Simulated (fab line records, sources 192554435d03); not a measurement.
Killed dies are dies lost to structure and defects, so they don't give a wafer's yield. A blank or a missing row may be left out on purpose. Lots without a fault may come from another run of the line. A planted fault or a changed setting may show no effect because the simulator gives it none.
fab line records | flow n5_finfet
record lots=24 wafers=72 last_day=17
route steps=1938 shown BEOL_M2@855 BEOL_M3@931
lots that met no fault: from a run of the same line without faults
start_h: hours from the record's first day to the start of the lot's first wafer shown | wait_h: hours since the lot's step before | " the same as in the row above | L1.1+2: a row that stands for several wafers | - no value, or no start given | * or withheld: withheld | < > ~ a bound
route shown NAME@n: a module of which the file shows steps, and the number in the route of the first | usual: mean/standard deviation of fault-free wafers | same: alike in all rows | chamber/n: place in a boat | sites: the reading at each site | _std_site: their standard deviation | _edge_site: outer sites' mean less inner sites' | radius_mm: how far each site lies from the wafer's centre | mask NAME#n: copy n | behind: the tool/chamber that last shaped the wafer | hold: why the lot was held/for how many hours/how that ended | device: the transistor (n, p or np) that didn't switch | end of line: the same wafers' tests at the end of the route | a step without rows: its recipe alone | killed: dies lost to structure and defects at the first sort, not the wafer's yield | map: a wafer's dies, x killed, . not, _ none there
set.NAME: the setting as run; set.NAME@STEP: as run at that earlier step | model.NAME: the simulator's own value behind a step, which no gauge read
steps of the route over a sample of lots; a table a step, a row a wafer
services: from which hour (start_h, from the record's first day; less than 0 if before it) a tool's chamber was out of use, for how many hours, and why
## steps
# step N5_BEOL_M2_OVL_MEAS_12
# recipe points_per_wafer=522
# usual M2_OVL=0.4/0.76
# columns lot.wafer tool chamber start_h wait_h M2_OVL[nm]
L074.3 overlay-02 0 132.55 0.0 -0.2
L074.4 " 0 " " 0.1
L074.5 " 0 " " 0.3
L075.1 overlay-02 0 144.68 0.0 1.6
L075.2 " 0 " " 1.5
L075.3 " 0 " " 1.2
L076.2 overlay-01 0 145.11 0.0 0.2
L076.3 " 0 " " 0.4
L076.6 " 0 " " -0.1
L077.1 overlay-01 0 147.09 0.0 0.7
L077.3 " 0 " " 0.3
L077.6 " 0 " " -0.3
L078.1 overlay-01 0 153.92 0.0 0.6
L078.5 " 0 " " -0.2
L078.6 " 0 " " -0.4
L079.3 overlay-01 0 158.02 0.0 0.6
L079.4 " 0 " " 0.9
L079.5 " 0 " " 0.8
L080.2 overlay-02 0 161.71 0.0 0.0
L080.4 " 0 " " -0.6
L080.6 " 0 " " 0.4
L081.2 overlay-02 0 176.83 0.0 -0.6
L081.3 " 0 " " -0.8
L081.4 " 0 " " -0.8
L082.2 overlay-02 0 186.62 0.0 1.7
L082.3 " 0 " " 1.2
L082.6 " 0 " " 1.2
L083.1 overlay-02 0 189.29 0.0 0.5
L083.4 " 0 " " 0.8
L083.5 " 0 " " 0.6
L084.1 overlay-01 0 189.48 0.0 1.1
L084.3 " 0 " " 0.7
L084.6 " 0 " " -0.2
L085.2 overlay-02 0 200.97 0.0 1.1
L085.3 " 0 " " 0.6
L085.6 " 0 " " 0.6
L086.1 overlay-01 0 210.32 0.0 1.7
L086.3 " 0 " " 1.1
L086.4 " 0 " " 0.5
L088.1 overlay-02 0 211.71 0.0 1.4
L088.4 " 0 " " 0.5
L088.5 " 0 " " 1.0
L087.1 overlay-02 0 212.01 0.0 0.1
L087.2 " 0 " " 0.2
L087.3 " 0 " " 0.9
L089.2 overlay-02 0 222.44 0.0 0.9
L089.5 " 0 " " 0.1
L089.6 " 0 " " -0.7
L090.2 overlay-02 0 229.37 0.0 0.3
L090.3 " 0 " " 0.1
L090.5 " 0 " " 0.4
L091.1 overlay-02 0 237.26 0.0 1.0
L091.3 " 0 " " -0.1
L091.5 " 0 " " 1.0
L092.2 overlay-02 0 245.46 0.0 -0.3
L092.4 " 0 " " -0.3
L092.5 " 0 " " 0.1
L093.3 overlay-01 0 247.27 0.0 -1.3
L093.5 " 0 " " 0.3
L093.6 " 0 " " 0.7
L094.2 overlay-02 0 251.32 0.0 -0.9
L094.4 " 0 " " -0.5
L094.6 " 0 " " -0.6
L095.1 overlay-01 0 259.29 0.0 0.7
L095.2 " 0 " " 2.0
L095.4 " 0 " " 1.6
L096.1 overlay-02 0 264.65 0.0 0.4
L096.5 " 0 " " 0.6
L096.6 " 0 " " -0.5
L097.2 overlay-01 0 266.73 0.0 -0.2
L097.5 " 0 " " -0.9
L097.6 " 0 " " 0.8
# step N5_BEOL_M2_ETCH_74
# recipe chemistry=N2/H2 target=underlayer target_depth_a=65 mask_material=CAR-EUV time_s=5.2 ion_energy_ev=200 pressure_mtorr=30 source_w=840 bias_w=150 n2_flow_sccm=200 h2_flow_sccm=200 ends=cleared
# usual drypump_motor_current_A=5.63/0.3 etch_rf_on_time_s=5.27/0.18 h2_flow_sccm=200.0/0.6 oes_product_au=0.68/0.07 rf_vpp_V=522.8/2 showerhead_plenum_p_Torr=2.50/0.069 throttle_valve_pct=17.9/0.31
# columns lot.wafer tool chamber start_h wait_h drypump_motor_current_A etch_rf_on_time_s h2_flow_sccm oes_product_au rf_hours_counter_h rf_vpp_V showerhead_plenum_p_Torr throttle_valve_pct
L074.3 rie_diel-02 0 132.66 0.0 5.70 5.52 199.0 0.62 196 520.0 2.46 18.4
L074.4 " 0 " " 5.72 5.46 199.2 0.61 - 520.8 2.46 18.4
L074.5 " 2 " " 5.67 5.17 199.1 0.62 - 522.2 2.52 18.1
L075.1 rie_diel-02 1 144.82 0.0 5.18 5.25 200.5 0.64 118 521.0 2.46 18.3
L075.2 " 2 " " 5.68 5.09 200.0 0.62 201 523.7 2.51 18.1
L075.3 " 2 " " 5.69 5.07 199.2 0.62 - 521.8 2.51 18.1
L076.2 rie_diel-02 1 145.25 0.0 5.23 5.22 199.1 0.66 118 519.9 2.46 18.3
L076.3 " 1 " " 5.22 5.30 199.0 0.64 - 520.2 2.46 18.3
L076.6 " 2 " " 5.74 5.11 200.1 0.62 - 522.9 2.51 18.1
L077.1 rie_diel-06 0 147.22 0.0 6.06 5.52 200.7 0.74 25 522.5 2.48 17.5
L077.3 " 1 " " 5.42 5.08 199.8 0.78 25 524.6 2.60 17.7
L077.6 " 0 " " 6.04 5.49 200.4 0.74 - 523.1 2.48 17.5
L078.1 rie_diel-03 2 154.38 0.0 5.73 5.36 200.0 0.77 36 527.0 2.57 17.4
L078.5 " 3 " " 5.95 5.46 199.5 0.62 - 524.6 2.53 17.8
L078.6 " 2 " " 5.75 5.30 199.1 0.77 - 522.1 2.57 17.5
L079.3 rie_diel-06 2 158.27 0.0 5.55 5.00 199.0 0.75 71 527.9 2.59 18.0
L079.4 " 0 " " 6.02 5.50 200.3 0.74 31 522.1 2.47 17.5
L079.5 " 1 " " 5.42 5.08 199.4 0.78 - 523.7 2.60 17.7
L080.2 rie_diel-03 1 161.83 0.0 5.24 5.32 200.4 0.69 106 522.4 2.43 17.5
L080.4 " 3 " " 5.95 5.43 200.0 0.62 158 525.4 2.53 17.8
L080.6 " 2 " " 5.72 5.29 200.0 0.76 - 523.3 2.57 17.5
L081.2 rie_diel-02 3 177.51 0.0 5.75 5.06 200.4 0.80 10 521.6 2.52 18.0
L081.3 " 0 " " 5.68 5.44 200.3 0.61 212 520.0 2.45 18.4
L081.4 " 2 " " 5.69 5.08 199.0 0.61 214 523.7 2.51 18.2
L082.2 rie_diel-03 1 187.77 0.0 5.22 5.34 199.7 0.67 116 523.1 2.42 17.5
L082.3 " 2 " " 5.73 5.39 200.3 0.75 48 525.5 2.56 17.5
L082.6 " 3 " " 5.96 5.50 200.3 0.61 - 522.5 2.53 17.8
L083.1 rie_diel-06 3 189.41 0.0 5.92 5.26 200.2 0.60 218 519.6 2.40 17.9
L083.4 " 0 " " 6.03 5.49 199.9 0.73 37 522.7 2.47 17.5
L083.5 " 3 " " 5.92 5.25 200.2 0.59 - 521.0 2.40 18.0
L084.1 rie_diel-06 3 189.64 0.0 5.92 5.30 199.8 0.59 218 519.2 2.40 18.0
L084.3 " 1 " " 5.42 5.11 198.7 0.77 36 526.3 2.60 17.7
L084.6 " 1 " " 5.42 5.17 199.5 0.76 - 526.3 2.60 17.7
L085.2 rie_diel-06 1 201.09 0.0 5.42 5.14 200.7 0.75 40 525.4 2.60 17.7
L085.3 " 3 " " 5.95 5.32 199.0 0.58 222 520.2 2.40 18.0
L085.6 " 3 " " 5.96 5.35 200.4 0.58 - 519.2 2.40 18.0
L086.1 rie_diel-06 3 210.45 0.0 5.92 5.34 199.9 0.58 225 519.8 2.40 18.0
L086.3 " 2 " " 5.56 4.99 198.9 0.72 83 527.7 2.59 18.1
L086.4 " 0 " " 6.05 5.55 200.6 0.72 45 523.2 2.47 17.5
L088.1 rie_diel-03 2 211.83 0.0 5.71 5.25 200.8 0.74 59 522.6 2.56 17.5
L088.4 " 3 " " 5.91 5.48 200.9 0.60 - 523.0 2.52 17.8
L088.5 " 1 " " 5.22 5.33 199.7 0.67 - 521.5 2.42 17.6
L087.1 rie_diel-06 3 212.14 0.0 5.93 5.27 200.0 0.59 226 518.7 2.40 18.0
L087.2 " 0 " " 6.02 5.56 199.6 0.72 45 522.7 2.47 17.5
L087.3 " 2 " " 5.56 5.04 200.6 0.73 84 526.4 2.59 18.1
L089.2 rie_diel-02 0 222.57 0.0 5.70 5.46 199.8 0.60 229 520.8 2.44 18.4
L089.5 " 2 " " 5.74 5.11 200.1 0.59 - 522.7 2.50 18.2
L089.6 " 3 " " 5.75 5.15 199.1 0.78 - 523.6 2.51 18.0
L090.2 rie_diel-03 3 229.51 0.0 5.91 5.45 200.5 0.60 187 521.9 2.52 17.8
L090.3 " 3 " " 5.88 5.45 200.4 0.60 - 523.7 2.52 17.8
L090.5 " 3 " " 5.87 5.45 200.2 0.61 - 524.7 2.52 17.8
L091.1 rie_diel-06 3 237.40 0.0 5.92 5.38 199.5 0.58 234 522.0 2.40 18.0
L091.3 " 0 " " 5.97 5.57 200.1 0.70 55 523.0 2.46 17.6
L091.5 " 3 " " 5.93 5.37 199.9 0.58 - 519.6 2.40 18.0
L092.2 rie_diel-03 2 245.58 0.0 5.70 5.38 200.8 0.71 70 526.0 2.55 17.5
L092.4 " 1 " " 5.23 5.24 200.0 0.66 - 520.5 2.41 17.6
L092.5 " 2 " " 5.70 5.36 199.7 0.72 - 522.9 2.55 17.5
L093.3 rie_diel-03 1 247.43 0.0 5.24 5.31 200.1 0.66 142 519.7 2.41 17.6
L093.5 " 3 " " 5.90 5.48 200.9 0.60 - 523.3 2.52 17.8
L093.6 " 0 " " 5.10 5.04 198.6 0.82 - 525.4 2.61 17.4
L094.2 rie_diel-06 0 251.60 0.0 6.04 5.50 200.0 0.69 60 523.4 2.46 17.5
L094.4 " 2 " " 5.55 4.98 199.5 0.71 95 523.9 2.58 18.1
L094.6 " 3 " " 5.93 5.29 200.6 0.59 - 519.3 2.39 18.0
L095.1 rie_diel-06 0 259.46 0.0 6.09 5.39 199.8 0.70 62 523.9 2.46 17.6
L095.2 " 1 " " 5.41 5.19 199.7 0.73 60 525.0 2.59 17.8
L095.4 " 3 " " 5.94 5.24 199.1 0.58 241 520.7 2.39 18.0
L096.1 rie_diel-02 3 265.23 0.0 5.75 5.18 201.7 0.74 42 522.1 2.51 18.0
L096.5 " 0 " " 5.70 5.63 200.1 0.58 - 519.6 2.44 18.4
L096.6 " 3 " " 5.75 5.14 200.4 0.75 - 522.1 2.51 18.0
L097.2 rie_diel-02 1 266.86 0.0 5.22 5.33 199.6 0.62 161 521.4 2.44 18.4
L097.5 " 1 " " 5.18 5.26 199.5 0.62 - 521.5 2.44 18.3
L097.6 " 0 " " 5.71 5.66 200.3 0.58 - 522.0 2.44 18.5
# step N5_BEOL_M2_OCD_MEAS_38
# usual trench_depth_nm=54.9/1.3
# columns lot.wafer tool chamber start_h wait_h trench_depth_nm
L074.3 ocd-01 - 139.61 - 55.5
L074.4 " - " " 55.4
L074.5 " - " " 55.9
L075.1 ocd-02 - 146.53 - 55.7
L075.2 " - " " 54.9
L075.3 " - " " 54.8
L076.2 ocd-01 - 146.86 - 53.3
L076.3 " - " " 56.9
L076.6 " - " " 53.6
L077.1 ocd-01 - 149.84 - 54.5
L077.3 " - " " 55.2
L077.6 " - " " 55.5
L078.1 ocd-02 - 157.74 - 54.2
L078.5 " - " " 53.7
L078.6 " - " " 55.7
L079.3 ocd-02 - 160.88 - 54.4
L079.4 " - " " 53.3
L079.5 " - " " 55.1
L080.2 ocd-02 - 163.36 - 56.9
L080.4 " - " " 55.1
L080.6 " - " " 55.6
L081.2 ocd-01 - 181.58 - 56.9
L081.3 " - " " 53.7
L081.4 " - " " 52.9
L082.2 ocd-02 - 196.67 - 53.7
L082.3 " - " " 54.8
L082.6 " - " " 54.7
L083.1 ocd-01 - 200.72 - 57.6
L083.4 " - " " 54.6
L083.5 " - " " 55.5
L084.1 ocd-02 - 201.37 - 52.6
L084.3 " - " " 55.6
L084.6 " - " " 55.0
L085.2 ocd-01 - 203.01 - 53.1
L085.3 " - " " 55.6
L085.6 " - " " 54.6
L086.1 ocd-02 - 212.00 - 53.8
L086.3 " - " " 53.2
L086.4 " - " " 56.0
L088.1 ocd-02 - 213.53 - 53.6
L088.4 " - " " 53.8
L088.5 " - " " 54.5
L087.1 ocd-01 - 213.77 - 53.8
L087.2 " - " " 56.5
L087.3 " - " " 54.2
L089.2 ocd-02 - 228.77 - 56.4
L089.5 " - " " 56.0
L089.6 " - " " 54.2
L090.2 ocd-02 - 241.63 - 54.9
L090.3 " - " " 53.7
L090.5 " - " " 56.7
L091.1 ocd-02 - 241.87 - 54.6
L091.3 " - " " 52.7
L091.5 " - " " 54.2
L092.2 ocd-02 - 247.34 - 56.2
L092.4 " - " " 55.5
L092.5 " - " " 57.4
L093.3 ocd-01 - 258.69 - 52.5
L093.5 " - " " 56.5
L093.6 " - " " 51.4
L094.2 ocd-02 - 258.95 - 55.3
L094.4 " - " " 56.2
L094.6 " - " " 56.0
L095.1 ocd-01 - 265.08 - 54.3
L095.2 " - " " 56.5
L095.4 " - " " 54.1
L096.1 ocd-01 - 269.51 - 55.4
L096.5 " - " " 55.1
L096.6 " - " " 56.1
L097.2 ocd-01 - 269.64 - 54.3
L097.5 " - " " 54.3
L097.6 " - " " 56.0
# step N5_BEOL_M2_ANNEAL_80
# recipe temp_c=400 time_s=240 ambient=vacuum
# usual heater_power_w=832/39 susceptor_temp_C=399.99/0.22 susceptor_temp_C_max=400.9/0.34
# columns lot.wafer tool chamber start_h wait_h heater_power_w susceptor_temp_C susceptor_temp_C_max
L074.3 pvd_sputter-03 - 142.06 0.0 812 400.25 400.8
L074.4 " - " " 907 400.28 401.1
L074.5 " - " " 901 400.34 401.3
L075.1 pvd_sputter-02 - 147.82 0.0 869 399.96 401.1
L075.2 " - " " 751 399.78 400.4
L075.3 " - " " 817 400.08 401.5
L076.2 pvd_sputter-03 - 148.88 0.0 904 399.86 400.6
L076.3 " - " " 858 399.62 400.3
L076.6 " - " " 900 399.56 400.5
L077.1 pvd_sputter-01 - 152.37 0.0 822 400.13 401.1
L077.3 " - " " 791 399.69 400.6
L077.6 " - " " 861 399.57 400.4
L078.1 pvd_sputter-02 - 159.28 0.0 835 400.11 401.3
L078.5 " - " " 889 399.93 400.8
L078.6 " - " " 752 399.86 400.4
L079.3 pvd_sputter-02 - 162.29 0.0 745 399.59 400.2
L079.4 " - " " 805 399.83 401.6
L079.5 " - " " 845 400.08 401.1
L080.2 pvd_sputter-03 - 165.61 0.0 887 399.94 400.8
L080.4 " - " " 836 400.33 401.0
L080.6 " - " " 818 400.28 401.0
L081.2 pvd_sputter-02 - 182.87 0.0 830 399.75 400.6
L081.3 " - " " 881 399.94 401.1
L081.4 " - " " 833 399.96 401.3
L082.2 pvd_sputter-01 - 198.71 0.0 839 400.03 401.1
L082.3 " - " " 795 400.35 401.4
L082.6 " - " " 878 399.91 400.5
L083.1 pvd_sputter-03 - 202.24 0.0 818 400.46 401.1
L083.4 " - " " 779 400.15 401.2
L083.5 " - " " 854 399.97 400.6
L084.1 pvd_sputter-01 - 203.57 0.0 814 400.01 401.0
L084.3 " - " " 812 400.34 401.8
L084.6 " - " " 861 399.85 400.6
L085.2 pvd_sputter-02 - 204.46 0.0 844 399.68 400.8
L085.3 " - " " 896 399.72 400.6
L085.6 " - " " 871 399.83 401.1
L086.1 pvd_sputter-02 - 213.90 0.0 812 399.78 401.2
L086.3 " - " " 753 399.94 400.7
L086.4 " - " " 842 400.12 401.2
L088.1 pvd_sputter-03 - 214.59 0.0 794 400.03 400.6
L088.4 " - " " 896 399.93 400.9
L088.5 " - " " 786 400.20 401.0
L087.1 pvd_sputter-02 - 215.96 0.0 864 399.91 400.8
L087.2 " - " " 739 399.82 400.6
L087.3 " - " " 837 400.29 401.5
L089.2 pvd_sputter-01 - 230.67 0.0 808 400.36 401.5
L089.5 " - " " 850 400.17 400.9
L089.6 " - " " 804 400.01 401.5
L090.2 pvd_sputter-01 - 242.89 0.0 836 400.12 400.8
L090.3 " - " " 818 400.18 401.3
L090.5 " - " " 848 399.93 400.7
L091.1 pvd_sputter-01 - 244.76 0.0 790 400.30 401.1
L091.3 " - " " 835 399.75 400.5
L091.5 " - " " 813 400.60 401.4
L092.2 pvd_sputter-03 - 248.41 0.0 796 399.81 400.7
L092.4 " - " " 867 400.31 401.1
L092.5 " - " " 897 400.13 401.1
L093.3 pvd_sputter-01 - 260.21 0.0 834 400.13 401.0
L093.5 " - " " 812 399.87 400.9
L093.6 " - " " 867 399.56 400.1
L094.2 pvd_sputter-01 - 262.05 0.0 863 400.10 400.8
L094.4 " - " " 815 399.82 400.9
L094.6 " - " " 802 400.16 401.2
L095.1 pvd_sputter-03 - 266.70 0.0 911 400.18 401.1
L095.2 " - " " 830 400.09 400.7
L095.4 " - " " 870 400.33 401.0
L096.1 pvd_sputter-03 - 271.19 0.0 881 399.53 400.6
L096.5 " - " " 796 400.15 401.0
L096.6 " - " " 891 400.26 401.4
L097.2 pvd_sputter-02 - 271.47 0.0 901 399.76 400.7
L097.5 " - " " 835 399.75 400.6
L097.6 " - " " 875 399.53 400.6
# step N5_BEOL_M2_SPUTTER_81
# recipe material=Cu target_thk_a=45 temp_c=-20 chamber_pressure_pa=0.07 power_w=withheld time_s=8.29
# usual chuck_gas_flow_sccm=1.26/0.051 susceptor_temp_C=-20.01/0.088 throttle_valve_pct=29.8/0.76
# columns lot.wafer tool chamber start_h wait_h chuck_gas_flow_sccm susceptor_temp_C throttle_valve_pct
L074.3 pvd_sputter-03 - 142.20 0.1 1.36 -19.97 30.7
L074.4 " - " " 1.18 -20.05 31.0
L074.5 " - " " 1.37 -20.00 31.1
L075.1 pvd_sputter-02 - 147.96 0.1 1.25 -19.93 28.7
L075.2 " - " " 1.25 -20.03 29.9
L075.3 " - " " 1.21 -20.12 29.5
L076.2 pvd_sputter-03 - 149.02 0.1 1.26 -20.05 31.1
L076.3 " - " " 1.20 -19.81 30.2
L076.6 " - " " 1.25 -20.06 31.0
L077.1 pvd_sputter-01 - 152.51 0.1 1.31 -19.88 29.6
L077.3 " - " " 1.20 -20.04 28.8
L077.6 " - " " 1.31 -20.09 29.8
L078.1 pvd_sputter-02 - 159.42 0.1 1.27 -19.99 29.4
L078.5 " - " " 1.31 -19.89 28.5
L078.6 " - " " 1.32 -20.04 30.1
L079.3 pvd_sputter-02 - 162.43 0.1 1.22 -19.97 30.0
L079.4 " - " " 1.26 -20.06 29.5
L079.5 " - " " 1.26 -20.05 30.5
L080.2 pvd_sputter-03 - 165.75 0.1 1.31 -19.97 30.9
L080.4 " - " " 1.36 -19.95 30.4
L080.6 " - " " 1.23 -20.04 30.5
L081.2 pvd_sputter-02 - 183.01 0.1 1.32 -19.97 30.3
L081.3 " - " " 1.26 -19.86 28.9
L081.4 " - " " 1.22 -20.21 29.4
L082.2 pvd_sputter-01 - 198.85 0.1 1.23 -19.94 28.9
L082.3 " - " " 1.29 -19.77 29.5
L082.6 " - " " 1.34 -19.99 29.5
L083.1 pvd_sputter-03 - 202.38 0.1 1.31 -20.04 30.7
L083.4 " - " " 1.25 -19.98 29.2
L083.5 " - " " 1.23 -19.99 30.2
L084.1 pvd_sputter-01 - 203.71 0.1 1.22 -20.00 28.9
L084.3 " - " " 1.26 -20.18 29.6
L084.6 " - " " 1.36 -19.94 29.4
L085.2 pvd_sputter-02 - 204.60 0.1 1.27 -19.94 30.2
L085.3 " - " " 1.24 -20.13 28.8
L085.6 " - " " 1.36 -20.05 28.4
L086.1 pvd_sputter-02 - 214.04 0.1 1.26 -20.13 29.3
L086.3 " - " " 1.24 -20.03 30.0
L086.4 " - " " 1.19 -20.08 30.5
L088.1 pvd_sputter-03 - 214.73 0.1 1.27 -19.93 30.4
L088.4 " - " " 1.25 -20.12 30.9
L088.5 " - " " 1.28 -19.93 29.5
L087.1 pvd_sputter-02 - 216.10 0.1 1.21 -20.02 28.8
L087.2 " - " " 1.26 -19.96 29.8
L087.3 " - " " 1.21 -20.04 29.6
L089.2 pvd_sputter-01 - 230.81 0.1 1.29 -20.00 29.6
L089.5 " - " " 1.14 -20.01 29.6
L089.6 " - " " 1.26 -20.01 28.5
L090.2 pvd_sputter-01 - 243.03 0.1 1.20 -20.02 29.5
L090.3 " - " " 1.22 -20.05 29.2
L090.5 " - " " 1.29 -20.12 29.5
L091.1 pvd_sputter-01 - 244.92 0.1 1.28 -20.03 28.9
L091.3 " - " " 1.25 -19.95 29.5
L091.5 " - " " 1.30 -20.12 28.7
L092.2 pvd_sputter-03 - 248.55 0.1 1.31 -20.12 29.4
L092.4 " - " " 1.29 -19.88 30.4
L092.5 " - " " 1.36 -20.05 31.3
L093.3 pvd_sputter-01 - 260.35 0.1 1.28 -19.97 29.9
L093.5 " - " " 1.31 -20.06 28.5
L093.6 " - " " 1.25 -19.95 29.7
L094.2 pvd_sputter-01 - 262.19 0.1 1.30 -20.02 29.9
L094.4 " - " " 1.25 -20.05 30.0
L094.6 " - " " 1.22 -19.98 28.9
L095.1 pvd_sputter-03 - 266.84 0.1 1.27 -19.92 31.0
L095.2 " - " " 1.20 -20.09 30.7
L095.4 " - " " 1.31 -19.93 30.2
L096.1 pvd_sputter-03 - 271.33 0.1 1.26 -19.97 31.3
L096.5 " - " " 1.26 -19.96 29.2
L096.6 " - " " 1.31 -20.06 31.2
L097.2 pvd_sputter-02 - 271.61 0.1 1.29 -19.94 28.5
L097.5 " - " " 1.28 -20.15 30.3
L097.6 " - " " 1.23 -19.99 28.6
# step N5_BEOL_M3_ILD_DEP_00
# recipe material=SiOC target_thk_a=790 temp_c=350 precursor=DEMS/O2 pressure_torr=5 rf_w=500 time_s=15.3
# usual heater_power_w=470/70 showerhead_plenum_p_Torr=5.692/0.018 susceptor_temp_C=349.99/0.21 throttle_valve_pct=12.1/0.65
# columns lot.wafer tool chamber start_h wait_h heater_power_w showerhead_plenum_p_Torr since_wet_clean_h susceptor_temp_C throttle_valve_pct
L074.3 pecvd-01 0 144.63 0.0 515 5.719 1211 349.64 12.9
L074.4 " 2 " " 393 5.715 - 349.88 12.4
L074.5 " 1 " " 493 5.708 - 350.10 12.0
L075.1 pecvd-02 1 150.50 0.0 601 5.697 1579 350.30 12.8
L075.2 " 2 " " 390 5.667 100 349.88 11.2
L075.3 " 0 " " 493 5.692 854 349.99 11.9
L076.2 pecvd-03 1 151.45 0.0 422 5.703 1399 349.46 13.2
L076.3 " 0 " " 568 5.697 674 349.91 11.9
L076.6 " 2 " " 461 5.687 - 349.81 12.0
L077.1 pecvd-01 2 154.95 0.0 399 5.702 467 349.87 12.6
L077.3 " 0 " " 597 5.716 1221 350.19 13.1
L077.6 " 1 " " 483 5.704 - 350.29 12.2
L078.1 pecvd-02 2 161.85 0.0 386 5.669 112 349.94 11.0
L078.5 " 2 " " 400 5.673 - 349.86 11.3
L078.6 " 0 " " 525 5.690 - 350.11 12.3
L079.3 pecvd-02 2 164.91 0.0 416 5.672 115 350.18 10.9
L079.4 " 0 " " 545 5.681 - 349.97 11.9
L079.5 " 2 " " 423 5.666 - 349.93 11.2
L080.2 pecvd-01 1 168.28 0.0 418 5.704 1960 350.46 12.2
L080.4 " 2 " " 445 5.719 - 350.24 12.4
L080.6 " 1 " " 411 5.705 - 350.21 12.1
L081.2 pecvd-01 0 185.47 0.0 562 5.744 1252 350.04 13.1
L081.3 " 2 " " 414 5.698 498 350.09 12.7
L081.4 " 1 " " 460 5.704 - 349.85 12.1
L082.2 pecvd-02 0 201.30 0.0 440 5.692 905 350.34 12.4
L082.3 " 1 " " 571 5.692 1630 349.88 12.6
L082.6 " 2 " " 373 5.685 - 350.18 11.2
L083.1 pecvd-02 0 204.93 0.0 505 5.690 909 349.84 12.2
L083.4 " 2 " " 394 5.665 - 350.37 11.3
L083.5 " 0 " " 501 5.694 - 350.17 12.2
L084.1 pecvd-02 0 206.15 0.0 534 5.682 910 350.14 12.0
L084.3 " 2 " " 397 5.661 156 349.94 11.0
L084.6 " 2 " " 386 5.689 - 349.98 11.2
L085.2 pecvd-01 1 207.45 0.0 415 5.709 1999 349.48 11.9
L085.3 " 2 " " 431 5.707 520 349.94 12.5
L085.6 " 0 " " 550 5.726 - 350.15 13.1
L086.1 pecvd-03 1 217.08 0.0 434 5.719 1465 350.23 13.1
L086.3 " 0 " " 582 5.697 - 349.84 11.9
L086.4 " 1 " " 431 5.713 - 349.70 13.0
L088.1 pecvd-02 0 217.53 0.0 525 5.689 921 350.31 12.0
L088.4 " 0 " " 532 5.700 - 350.18 12.2
L088.5 " 2 " " 408 5.679 - 349.59 11.2
L087.1 pecvd-02 2 218.60 0.0 356 5.685 168 349.98 10.9
L087.2 " 0 " " 460 5.695 922 349.99 12.2
L087.3 " 1 " " 610 5.685 1647 349.96 12.8
L089.2 pecvd-02 2 233.51 0.0 357 5.665 183 350.07 11.2
L089.5 " 1 " " 600 5.678 - 350.25 12.7
L089.6 " 2 " " 367 5.662 - 350.09 11.1
L090.2 pecvd-02 2 245.48 0.0 437 5.676 195 349.94 11.2
L090.3 " 1 " " 496 5.701 1674 350.25 12.6
L090.5 " 0 " " 462 5.681 - 350.07 12.3
L091.1 pecvd-03 2 247.83 0.0 394 5.677 16 349.74 11.3
L091.3 " 0 " " 554 5.693 770 349.84 11.9
L091.5 " 0 " " 552 5.711 - 349.98 11.8
L092.2 pecvd-02 0 250.99 0.0 451 5.685 955 349.75 12.1
L092.4 " 0 " " 448 5.695 - 349.90 12.1
L092.5 " 1 " " 511 5.677 - 350.16 12.6
L093.3 pecvd-01 0 262.78 0.0 481 5.732 1329 349.88 13.0
L093.5 " 1 " " 457 5.709 - 350.30 12.1
L093.6 " 0 " " 498 5.733 - 350.29 13.0
L094.2 pecvd-02 0 264.86 0.0 461 5.692 969 349.96 12.1
L094.4 " 2 " " 420 5.680 - 349.75 11.3
L094.6 " 2 " " 424 5.664 - 349.85 11.0
L095.1 pecvd-02 2 269.34 0.0 405 5.691 219 350.16 11.3
L095.2 " 0 " " 475 5.686 973 349.89 12.2
L095.4 " 2 " " 385 5.675 - 350.30 11.1
L096.1 pecvd-02 2 273.99 0.3 403 5.674 224 350.18 11.2
L096.5 " 0 " " 480 5.675 - 349.55 12.3
L096.6 " 2 " " 406 5.666 - 349.91 11.4
L097.2 pecvd-02 0 274.09 0.0 451 5.691 978 349.95 12.3
L097.5 " 0 " " 453 5.683 - 349.91 12.4
L097.6 " 2 " " 419 5.670 - 350.16 11.2
## services
# columns tool chamber start_h hours kind
rie_diel-02 1 112.26 2.7 repair
rie_diel-02 3 116.22 - clean
rie_diel-02 3 116.22 - consumable_replace:focus_ring
rie_diel-02 3 116.22 31.6 scheduled_down
rie_diel-02 3 116.22 31.6 vent_cycle
pvd_sputter-01 - 131.36 1.3 repair
rie_diel-06 3 143.16 8.3 repair
pecvd-02 - 144.46 0.7 repair
pecvd-03 - 169.69 2.8 pm
rie_diel-06 - 174.34 14.6 pm
pecvd-01 - 186.49 2.8 pm
rie_diel-02 - 198.01 0.6 repair
rie_diel-02 1 204.08 6.8 repair
rie_diel-03 0 211.06 - clean
rie_diel-03 0 211.06 - consumable_replace:focus_ring
rie_diel-03 0 211.06 26.7 scheduled_down
rie_diel-02 - 223.96 2.3 repair
rie_diel-03 2 228.06 8.4 repair
rie_diel-06 2 235.93 8.0 repair
rie_diel-02 0 246.25 4.4 repair
rie_diel-06 3 253.06 2.6 repair
pecvd-02 1 261.67 13.0 repair
pecvd-03 - 262.39 14.6 pm
pecvd-01 - 271.15 6.0 pm
## key
fault none
